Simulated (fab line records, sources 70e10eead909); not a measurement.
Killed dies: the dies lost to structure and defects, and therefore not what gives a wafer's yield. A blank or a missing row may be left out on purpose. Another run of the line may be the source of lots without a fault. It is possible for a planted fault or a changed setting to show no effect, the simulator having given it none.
Struck lot and sound lot, side by side || flow nand harc || 15 out of 1159 route steps
Sound: these wafers, L484.1, L484.2, L484.6. Struck: wafer L475.1. The cause is named last.
Order at every step that has rows: each side's tool, ch and its chambers, its first start. Under that, the readings that differ: sound wafers || struck wafers || difference of the means || sigmas: that difference in standard deviations of wafers without a fault.
alike: words and numbers the same on both sides, and readings whose means are apart by under 2 such deviations; not compared: readings that were withheld, readings missing a value for some wafer, numbers with overlapping values and no deviation given by the record, and bounds like >300 which may hide the same value.
A row with sigmas, a row that says differs or no value, or rows on one side alone: a step with any of these is where the two part. When numbers do not overlap yet have no deviation, they are printed without sigmas and do not part them. Lack of a reading on every wafer of one side parts them only where that side has two or more wafers.

first, 2 steps without rows for these wafers: NHARC_P_M2_ETCH_35 (etches the open film in N2/H2, target depth 40 nm, overetch 12 nm, time 43.94 s); NHARC_P_M2_ETCH_15 (etches the open film in C4F8/Ar, target depth 182.5 nm, time 91.2 s).
NHARC_P_M2_CD_MEAS_16:
  sound on cd sem-03 at day 9 08:40; struck on cd sem-02 at day 7 06:48
  alike: cd nm
NHARC_P_M2_STRIP_18: strips in N2/H2.
  sound on rie diel-07 ch 0,2, day 9 08:45; struck on rie diel-04 ch 2, day 7 06:54
  alike: drypump motor current A, oes product au, rf vpp V, showerhead plenum p Torr, throttle valve pct
  not compared: rf hours counter h
NHARC_P_M2_ETCH_28: etches the open film in CF4/N2, target depth 30 nm, time 72.99 s.
  sound: rie diel-07 ch 0,1,3; struck: rie diel-04 ch 2
  alike: drypump motor current A, oes product au, rf vpp V, showerhead plenum p Torr, throttle valve pct
  not compared: rf hours counter h
then, 2 steps without rows for these wafers: NHARC_P_M2_STRIP_19 (strips in post etch residue remover, time 600 s); NHARC_P_M2_DEGAS_29 (time 60 s).
NHARC_P_M2_PRE_CLEAN_30: time 30 s.
  sound on pvd sputter-01; struck on pvd sputter-03
  alike: heater power w
NHARC_P_M2_PVD_20: deposits TaN, target thk 5 nm, time 8.06 s.
  sound on pvd sputter-01; struck on pvd sputter-03
  alike: throttle valve pct
NHARC_P_M2_PVD_21: deposits Cu, target thk 30 nm, time 20.49 s.
  sound on pvd sputter-01; struck on pvd sputter-03
  alike: throttle valve pct
then, 2 steps without rows for these wafers: NHARC_P_M2_ECD_22 (material Cu, target thk 400 nm); NHARC_P_M2_ANNEAL_31 (time 90 s).
NHARC_P_M2_CMP_23: polishes, t overpolish 20 s, target thk 144.3 nm.
  sound on cmp-03 ch 0,1,2, day 9 10:33; struck on cmp-04 ch 1, day 7 08:38
{"reading": "motor current A (A)", "sound": "10.0 11.1 12.1", "struck": 13.9, "difference": "+2.8", "sigmas": "+3"}
{"reading": "time to endpoint s (s)", "sound": "31 29 33", "struck": 15, "difference": -16, "sigmas": -5}
  alike: retaining ring pressure frac
NHARC_P_M2_THK_MEAS_24: measures by xrf.
  sound on film metro-01 at day 9 10:49; struck on film metro-02 at day 7 09:06
{"reading": "thk nm (nm)", "sound": "143.2 142.9 145.0", "struck": 135.5, "difference": -8.2, "sigmas": -5}
  not compared: hold
-- the record jumps here: 14 days lie between the struck wafers' starts before and after (it left off in module P_M2 and takes up again in module END, whose first step shown is number 1159 of the route) --
NHARC_END_SORT_01:
  sound on prober-02 ch 0, day 22 14:11; struck on prober-01 ch 0, day 21 20:05
{"reading": "killed open", "sound": "4 5 8", "struck": 1, "difference": -5, "sigmas": -3}
  alike: defect limited yield, killed at array, killed at other, killed at periphery, killed dies, killed short, sort_bin_2_pct, sort_bin_3_pct, sort_bin_4_pct, sort n pass, sort rim yield pct, sort yield pct

WHERE THEY PART
First at NHARC_P_M2_CMP_23; last, within this record, at NHARC_END_SORT_01.

WHY: the cause the simulator had injected
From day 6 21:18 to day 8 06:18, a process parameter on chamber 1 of cmp-04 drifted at NHARC_P_M2_CMP_23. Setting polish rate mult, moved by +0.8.
